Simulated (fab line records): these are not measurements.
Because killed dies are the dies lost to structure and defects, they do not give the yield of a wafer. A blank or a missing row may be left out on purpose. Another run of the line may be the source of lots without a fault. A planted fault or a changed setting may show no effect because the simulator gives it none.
Matching of chambers ; flow nand harc ; NHARC_A_CHANNEL_FILL_D1_CMP_10 on cmp-03 has 4 sister chambers
The step polishes, target thk 150 nm. 22 wafers are shown with their chamber, then 11 later ones without.

WAFERS, EACH WITH ITS CHAMBER
wafer;chamber;motor current A (A);time to endpoint s (s);slurry flow ml min
L074.2;1;12.4;12.0;150.0
L074.3;2;14.0;14.2;150.1
L074.6;2;13.9;14.3;151.0
L076.1;0;10.9;14.8;149.9
L076.3;2;14.2;14.0;149.3
L076.5;2;14.1;14.6;150.1
L081.2;3;14.1;14.2;150.7
L081.3;0;10.5;16.8;149.8
L081.5;1;11.7;14.6;150.8
L084.3;0;10.9;14.8;150.5
L084.5;2;13.7;17.2;149.8
L084.6;1;10.7;14.0;150.0
L085.1;3;14.3;12.1;149.6
L085.2;2;14.7;15.5;150.3
L085.3;0;10.8;12.2;150.0
L088.1;1;11.3;14.2;149.8
L088.2;3;14.4;13.6;150.6
L088.3;2;13.4;15.9;150.3
L089.1;3;14.1;13.4;150.7
L089.3;1;11.2;14.8;150.1
L089.5;0;11.1;19.1;150.5
L091.2;0;11.3;18.2;150.6

SIGNATURES (averages over the wafers above)
reading;chamber 0;chamber 1;chamber 2;chamber 3;scatter within a chamber
motor current A;10.917;11.460;14.000;14.225;0.411
time to endpoint s;15.983;13.920;15.100;13.325;1.63
slurry flow ml min;150.217;150.140;150.129;150.400;0.453
Rule: distance of a wafer from a chamber = root of the sum over the readings of ((wafer's reading minus chamber's mean) / reading's scatter) squared. The wafer belongs to the nearest chamber; if the next one is less than 2 further off, it can't be placed. How the scatter is found: for the shown wafers, subtract from each reading the mean of its chamber, square and add these, divide the total by (wafers less chambers), then take the root.

WAFERS WITH NO CHAMBER GIVEN
wafer;motor current A (A);time to endpoint s (s);slurry flow ml min
L091.5;14.3;16.1;150.5
L091.6;11.2;13.3;150.3
L092.1;13.6;18.0;149.5
L092.5;10.3;17.9;149.4
L092.6;14.0;14.8;149.8
L093.1;13.2;15.4;150.1
L093.3;11.6;16.0;149.8
L093.6;13.3;16.5;149.3
L097.1;11.1;18.0;151.0
L097.5;11.9;17.5;150.0
L097.6;10.9;19.2;150.3

THE CHAMBER EACH PASSED THROUGH
wafer;from the rows above;in truth
L091.5;can't be placed: 2 or 3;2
L091.6;can't be placed: 1 or 0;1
L092.1;can't be placed: 2 or 3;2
L092.5;can't be placed: 0 or 1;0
L092.6;can't be placed: 2 or 3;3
L093.1;can't be placed: 2 or 3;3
L093.3;can't be placed: 1 or 0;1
L093.6;can't be placed: 2 or 3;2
L097.1;can't be placed: 0 or 1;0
L097.5;can't be placed: 1 or 0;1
L097.6;can't be placed: 0 or 1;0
0 of 11 placed correctly. From these rows, 11 cannot be placed; in 11 the true chamber is one of the candidates. 0 placed wrongly.
